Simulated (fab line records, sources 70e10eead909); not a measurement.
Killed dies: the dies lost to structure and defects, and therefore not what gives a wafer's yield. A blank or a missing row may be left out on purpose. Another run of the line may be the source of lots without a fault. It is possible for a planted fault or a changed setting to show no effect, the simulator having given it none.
Comparing a struck lot with a sound one    flow nand-harc    15 out of 1302 route steps
Sound: these wafers, L596.1, L596.3, L596.4. Struck: wafers L613.4, L613.5, L613.6. At the end, the cause is stated.
Order at every step that has rows: each side's tool, ch and its chambers, its first start. Under that, the readings that differ: sound wafers    struck wafers    difference of the means    sigmas: that difference in standard deviations of wafers without a fault.
alike: readings whose means differ by less than 2 such deviations, and words and numbers that are the same on both sides. not compared: withheld readings, readings that some wafer has no value for, bounds like >300 that may hide the same value, and numbers for which the record gives no deviation and whose values overlap.
The two part at a step that has a row with sigmas, a row that says differs or no value, or rows on one side only. Numbers that don't overlap but have no deviation are shown without sigmas and don't part them. A reading that every wafer of one side lacks parts them only if that side has two wafers or more.

first, 1 step without rows for these wafers: NHARC_P_CONTACT_DESCUM_17 (chemistry O2, time 3 s).
NHARC_P_CONTACT_ETCH_35: etches the open film in CF4, target depth 39 nm, time 65 s.
  sound on rie-diel-02 ch 0,1,2, day 6 08:25; struck on rie-diel-02 ch 0,1,2, day 13 13:22
  alike: drypump-motor-current-A, oes-product-au, rf-vpp-V, showerhead-plenum-p-Torr, throttle-valve-pct
  not compared: rf-hours-counter-h
NHARC_P_CONTACT_ETCH_36: etches the open film in N2/H2, target depth 260 nm, time 406.25 s.
  sound: rie-diel-02 ch 0,1,2; struck: rie-diel-02 ch 1,2,3
  alike: drypump-motor-current-A, oes-product-au, rf-vpp-V, showerhead-plenum-p-Torr, throttle-valve-pct
  not compared: rf-hours-counter-h
NHARC_P_CONTACT_ETCH_18: etches the open film in C4F8/O2/Ar, target depth 481 nm, time 240.5 s.
  sound: rie-diel-02 ch 0,1,2; struck: rie-diel-02 ch 0,3
  alike: oes-product-au, rf-vpp-V
  not compared: rf-hours-counter-h
then, 2 steps without rows for these wafers: NHARC_P_CONTACT_STRIP_37 (strips in C4F8/O2/Ar); NHARC_P_CONTACT_ETCH_31 (etches the open film in CH3F/O2, target depth 30 nm, time 85.7 s).
NHARC_P_CONTACT_CD_MEAS_19:
  sound on cd-sem-03, day 6 09:12; struck on cd-sem-03, day 13 14:08
  alike: cd-nm
NHARC_P_CONTACT_STRIP_28: strips in O2.
  sound on rie-diel-02 ch 1,2,3, day 6 09:16; struck on rie-diel-02 ch 0,1,3, day 13 14:14
  alike: drypump-motor-current-A, oes-product-au, rf-vpp-V, showerhead-plenum-p-Torr, throttle-valve-pct
  not compared: rf-hours-counter-h
then, 4 steps without rows for these wafers: NHARC_P_CONTACT_STRIP_29 (strips in post etch residue remover, time 1200 s); NHARC_P_CONTACT_DEGAS_38 (time 60 s); NHARC_P_CONTACT_PRE_CLEAN_39 (time 19.5 s); NHARC_P_CONTACT_PVD_32 (deposits Ti, target thk 5 nm, time 17.7 s).
NHARC_P_CONTACT_ALD_22: deposits TiN, target thk 3 nm, pulse time 1 s, ald cycles 150.
  sound on ald-metal-03 ch 0,1,2, day 6 10:11; struck on ald-metal-03 ch 0,1, day 13 15:05
reading     sound        struck    difference  sigmas
ald-cycles  150 150 150  69 69 69  -81         
  alike: heater-power-w, precursor-pulse-height-rel
NHARC_P_CONTACT_CVD_23: deposits W, target thk 200 nm, time 557 s.
  sound: cvd-w-01 ch 0,1; struck: cvd-w-01 ch 0,1
  alike: heater-power-w, mfc-h2-sccm, throttle-valve-pct
-- the record jumps here: 19 days lie between the struck wafers' starts before and after (it left off in module P_CONTACT and takes up again in module END, whose first step shown is number 1302 of the route) --
NHARC_END_SORT_01:
  sound on prober-02 ch 0, day 24 16:13; struck on prober-01 ch 0, day 32 18:08
reading              sound     struck                                                                difference                    sigmas
hold                 - - -     await-dispo/1.5h/scrap await-dispo/1.5h/scrap await-dispo/1.5h/scrap  no value on the sound wafers  
killed-at-periphery  4 5 7     629 622 620                                                           +618                          +99 or more
killed-dies          76 58 70  677 677 677                                                           +609                          +32
  alike: killed-at-array, killed-at-other, killed-open, killed-short

== WHERE THEY PART ==
NHARC_END_SORT_01 only, going by this record.

WHY: what had been put in by the simulator
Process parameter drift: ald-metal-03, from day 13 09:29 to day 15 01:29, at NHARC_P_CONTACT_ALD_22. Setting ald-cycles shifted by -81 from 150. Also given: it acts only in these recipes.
